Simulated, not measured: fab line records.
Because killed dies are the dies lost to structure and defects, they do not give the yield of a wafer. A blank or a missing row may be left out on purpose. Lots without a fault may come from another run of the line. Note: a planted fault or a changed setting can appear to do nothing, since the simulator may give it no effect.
Comparing a struck lot with a sound one + flow nandHarc + 14 steps out of a route of 1302
Sound: these wafers, L826.3, L826.4, L826.5. Struck: wafers L815.1, L815.3, L815.4. The cause comes at the end.
Each step with rows lists, per side, the tool, then ch with its chambers, then its first start. Under that, the readings that differ: sound wafers + struck wafers + difference of the means + sigmas: that difference in standard deviations of wafers without a fault.
alike: a reading whose means differ by less than 2 such deviations, as well as words and numbers matching on both sides. not compared: withheld readings; readings where some wafer has no value; bounds like >300 that might hide an equal value; numbers whose values overlap and for which the record gives no deviation.
Wherever a step has rows on one side only, a row that says differs or no value, or a row with sigmas, the two part there. When numbers do not overlap yet have no deviation, they are printed without sigmas and do not part them. A reading missing from all wafers of one side parts the sides only when that side holds two or more wafers.

NHARC_A_WL_FILL_STRIP_27: strips in N2/H2, time 20 s.
  sound on plasmaAsher-02 ch 0,1, day 29 07:35; struck on plasmaAsher-02 ch 0,1, day 25 03:26
  alike: drypumpMotorCurrentA, heaterPowerW
  not compared: rfHoursCounterH
then, 4 steps without rows for these wafers: NHARC_A_WL_FILL_STRIP_28 (strips in post etch residue remover, time 1200 s); NHARC_A_WL_FILL_PRECLEAN_06 (cleans in DIW, time 300 s); NHARC_A_WL_FILL_SRD_07; NHARC_A_WL_FILL_ANNEAL_08 (time 1800 s).
NHARC_A_WL_FILL_ALD_10: deposits SiO2, target thk 50 nm, pulse time 10 s, ald cycles 500.
  sound on aldHk-04 ch 2,3, day 29 10:34; struck on aldHk-04 ch 1,2,3, day 25 09:20
  alike: heaterPowerW, precursorPulseHeightRel
then, 1 step without rows for these wafers: NHARC_A_WL_FILL_ETCHBACK_16 (etches the open film in C4F8/O2/Ar, target depth 120 nm, time 24 s).
NHARC_A_WL_FILL_STRIP_29: strips in O2, time 20 s.
  sound on rieDiel-02 ch 1,2,3, day 29 14:50; struck on rieDiel-02 ch 0,2,3, day 25 13:36
  alike: drypumpMotorCurrentA, oesProductAu, rfVppV, showerheadPlenumPTorr, throttleValvePct
  not compared: rfHoursCounterH
NHARC_A_WL_FILL_ETCHBACK_17: etches the open film in Cl2/BCl3, target depth 4 nm, time 26.7 s.
  sound on rieMetal-02 ch 0,1, day 29 14:57; struck on rieMetal-02 ch 0,1, day 25 13:42
  alike: drypumpMotorCurrentA, oesProductAu
  not compared: rfHoursCounterH
then, 2 steps without rows for these wafers: NHARC_A_WL_FILL_PRECLEAN_18 (cleans in dHF, time 30 s); NHARC_A_WL_FILL_SRD_21.
NHARC_A_WL_FILL_CVD_23: deposits poly-Si, target thk 40 nm, time 800 s.
  sound on lpcvdPoly-02 ch 0, day 29 18:29; struck on lpcvdPoly-02 ch 0, day 26 22:20
  alike: spikeTcBottomC
NHARC_A_WL_FILL_ETCHBACK_26: etches the open film in HBr, target depth 52 nm, time 13.3 s.
  sound on rieSi-06 ch 1,3, day 29 21:07; struck on rieSi-06 ch 0,1,3, day 27 00:53
  alike: drypumpMotorCurrentA, hbrFlowSccm, oesProductAu, rfFwdPowerW, throttleValvePct
  not compared: rfHoursCounterH
next, for these wafers, 1 step has no rows: NHARC_END_SORT_01.

== WHERE THEY PART ==
Nowhere in this record.

WHY: whatever the simulator had introduced
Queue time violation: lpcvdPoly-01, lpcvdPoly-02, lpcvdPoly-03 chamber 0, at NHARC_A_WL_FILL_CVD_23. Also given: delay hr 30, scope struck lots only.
